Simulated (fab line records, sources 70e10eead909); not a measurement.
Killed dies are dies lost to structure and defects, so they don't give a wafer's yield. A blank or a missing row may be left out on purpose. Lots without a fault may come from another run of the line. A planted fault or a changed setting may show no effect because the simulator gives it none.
Which tool did it? | flow nand_harc | 14 lots, 42 wafers sampled, at 5 steps of a route of 1159

WHAT THE GAUGES READ, wafer by wafer
NHARC_THIN_TSV_THK_MEAS_02: measures by ir.
lot  | measured     | on            | thk_nm (nm)
L662 | day 19 04:08 | film_metro-01 | 2930 2918 2874
L666 | day 19 22:11 | film_metro-02 | 3242 3451 3450
L665 | day 19 20:58 | film_metro-01 | 3076 2590 2719
L668 | day 20 15:52 | film_metro-01 | 3221 3292 3460
L667 | day 20 09:04 | film_metro-02 | 3033 2791 2845
L670 | day 20 21:33 | film_metro-01 | 3330 3108 2908
L669 | day 20 20:19 | film_metro-02 | 3098 3129 2926
L672 | day 21 11:03 | film_metro-01 | 2937 2886 3131
L671 | day 21 21:13 | film_metro-02 | 2806 2883 2940
L677 | day 23 03:41 | film_metro-01 | 2866 3131
L679 | day 23 06:07 | film_metro-02 | 2994
L681 | day 23 11:20 | film_metro-01 | 2942 3051 3054
L683 | day 24 03:32 | film_metro-01 | 3240 3153 3082
L682 | day 23 23:12 | film_metro-02 | 2743 2930 2946

NHARC_END_SORT_01.
lot  | measured     | on        | killed_at_array | killed_at_other | killed_at_periphery | killed_dies | killed_open | killed_short
L677 | day 23 18:00 | prober-02 | 26 24 676       | 0 0 0           | 5 2 1               | 31 26 677   | 8 5 6       | 0 1 1
L679 | day 24 02:41 | prober-01 | 672 26 674      | 0 0 0           | 5 1 3               | 677 27 677  | 4 6 2       | 0 2 1

WHICH TOOL RAN EACH LOT (tool, then ch and the chambers of the sampled wafers, then the start)
lot  | NHARC_A_SGD_CUT_DEP_00          | NHARC_A_BONDPAD_PRE_CLEAN_26            | NHARC_A_BONDPAD_PVD_17
L662 | pecvd-02 ch 0,1,2, day 13 15:59 | pvd_sputter-03, day 19 04:08 or earlier | pvd_sputter-03, day 19 04:08 or earlier
L666 | pecvd-01 ch 1,2, day 14 22:25   | pvd_sputter-03, day 19 22:11 or earlier | pvd_sputter-03, day 19 22:11 or earlier
L665 | pecvd-03 ch 0,1,2, day 14 22:38 | pvd_sputter-02, day 19 20:58 or earlier | pvd_sputter-02, day 19 20:58 or earlier
L668 | pecvd-01 ch 0,1,2, day 15 08:37 | pvd_sputter-01, day 20 15:52 or earlier | pvd_sputter-01, day 20 15:52 or earlier
L667 | pecvd-03 ch 0,2, day 15 09:10   | pvd_sputter-01, day 20 09:04 or earlier | pvd_sputter-01, day 20 09:04 or earlier
L670 | pecvd-01 ch 0,1,2, day 16 06:37 | pvd_sputter-01, day 20 21:33 or earlier | pvd_sputter-01, day 20 21:33 or earlier
L669 | pecvd-02 ch 0,1,2, day 16 07:08 | pvd_sputter-02, day 20 20:19 or earlier | pvd_sputter-02, day 20 20:19 or earlier
L672 | pecvd-02 ch 1,2, day 16 14:41   | pvd_sputter-03, day 21 11:03 or earlier | pvd_sputter-03, day 21 11:03 or earlier
L671 | pecvd-01 ch 0,1,2, day 16 16:40 | pvd_sputter-03, day 21 21:13 or earlier | pvd_sputter-03, day 21 21:13 or earlier
L677 | pecvd-02 ch 0,2, day 18 05:31   | pvd_sputter-03, day 23 03:41 or earlier | pvd_sputter-03, day 23 03:41 or earlier
L679 | pecvd-02 ch 0,1, day 18 14:55   | pvd_sputter-03, day 23 06:07 or earlier | pvd_sputter-03, day 23 06:07 or earlier
L681 | pecvd-01 ch 0,1,2, day 19 03:42 | pvd_sputter-03, day 23 11:20 or earlier | pvd_sputter-03, day 23 11:20 or earlier
L683 | pecvd-03 ch 0,1,2, day 19 03:50 | pvd_sputter-01, day 24 03:32 or earlier | pvd_sputter-01, day 24 03:32 or earlier
L682 | pecvd-03 ch 0,1,2, day 19 05:16 | pvd_sputter-02, day 23 23:12 or earlier | pvd_sputter-02, day 23 23:12 or earlier
- NHARC_A_SGD_CUT_DEP_00: deposits SiNx, target thk 50 nm.
- NHARC_A_BONDPAD_PRE_CLEAN_26: time 30 s.
- NHARC_A_BONDPAD_PVD_17: deposits TaN, target thk 5 nm, time 8.06 s.

WHAT THE TOOLS THEMSELVES READ (means of the sampled wafers that have a number; where no wafer has one, the mark that the record gives instead)
NHARC_A_SGD_CUT_DEP_00.
lot  | tool     | heater_power_w (W)
L662 | pecvd-02 | 678
L666 | pecvd-01 | 784
L665 | pecvd-03 | 689
L668 | pecvd-01 | 743
L667 | pecvd-03 | 673
L670 | pecvd-01 | 763
L669 | pecvd-02 | 676
L672 | pecvd-02 | 591
L671 | pecvd-01 | 763
L677 | pecvd-02 | 633
L679 | pecvd-02 | 679
L681 | pecvd-01 | 767
L683 | pecvd-03 | 621
L682 | pecvd-03 | 684

NHARC_A_BONDPAD_PRE_CLEAN_26.
lot  | tool           | heater_power_w (W)
L662 | pvd_sputter-03 | 426
L666 | pvd_sputter-03 | 447
L665 | pvd_sputter-02 | 415
L668 | pvd_sputter-01 | 434
L667 | pvd_sputter-01 | 431
L670 | pvd_sputter-01 | 401
L669 | pvd_sputter-02 | 425
L672 | pvd_sputter-03 | 439
L671 | pvd_sputter-03 | 452
L677 | pvd_sputter-03 | 394
L679 | pvd_sputter-03 | 467
L681 | pvd_sputter-03 | 435
L683 | pvd_sputter-01 | 375
L682 | pvd_sputter-02 | 427

NHARC_A_BONDPAD_PVD_17.
lot  | tool           | throttle_valve_pct (%)
L662 | pvd_sputter-03 | 29.8
L666 | pvd_sputter-03 | 29.3
L665 | pvd_sputter-02 | 30.5
L668 | pvd_sputter-01 | 30.0
L667 | pvd_sputter-01 | 29.9
L670 | pvd_sputter-01 | 30.1
L669 | pvd_sputter-02 | 30.3
L672 | pvd_sputter-03 | 29.5
L671 | pvd_sputter-03 | 29.0
L677 | pvd_sputter-03 | 28.9
L679 | pvd_sputter-03 | 28.5
L681 | pvd_sputter-03 | 29.4
L683 | pvd_sputter-01 | 30.0
L682 | pvd_sputter-02 | 30.1

THE ANSWER, worked out from the rows above alone
Rule: what is usual is taken from the lots themselves. Put in order of their means at a reading, lots are off if they are a third of the lots or fewer, leave a main group of 4 or more, and stand apart from it by a gap of 3 or more times the standard deviation of the main group's means; of several such gaps the widest counts. A main group whose means are all the same, to the digits that the tables above print for the reading, isn't used. A lot without any number at a reading at which 4 lots or more have one is off too. The other lots that the step has rows for count as sound. The gauges are gone through in route order, then the tools' own readings, and for those a lot's mean is taken as printed above. The first step at which some lot is off is used, and at that step the reading that is off furthest; a lot without a number counts as furthest.
No lot is off at any reading shown: from this, nothing can be told.

WHAT THE SIMULATOR HAD PUT IN
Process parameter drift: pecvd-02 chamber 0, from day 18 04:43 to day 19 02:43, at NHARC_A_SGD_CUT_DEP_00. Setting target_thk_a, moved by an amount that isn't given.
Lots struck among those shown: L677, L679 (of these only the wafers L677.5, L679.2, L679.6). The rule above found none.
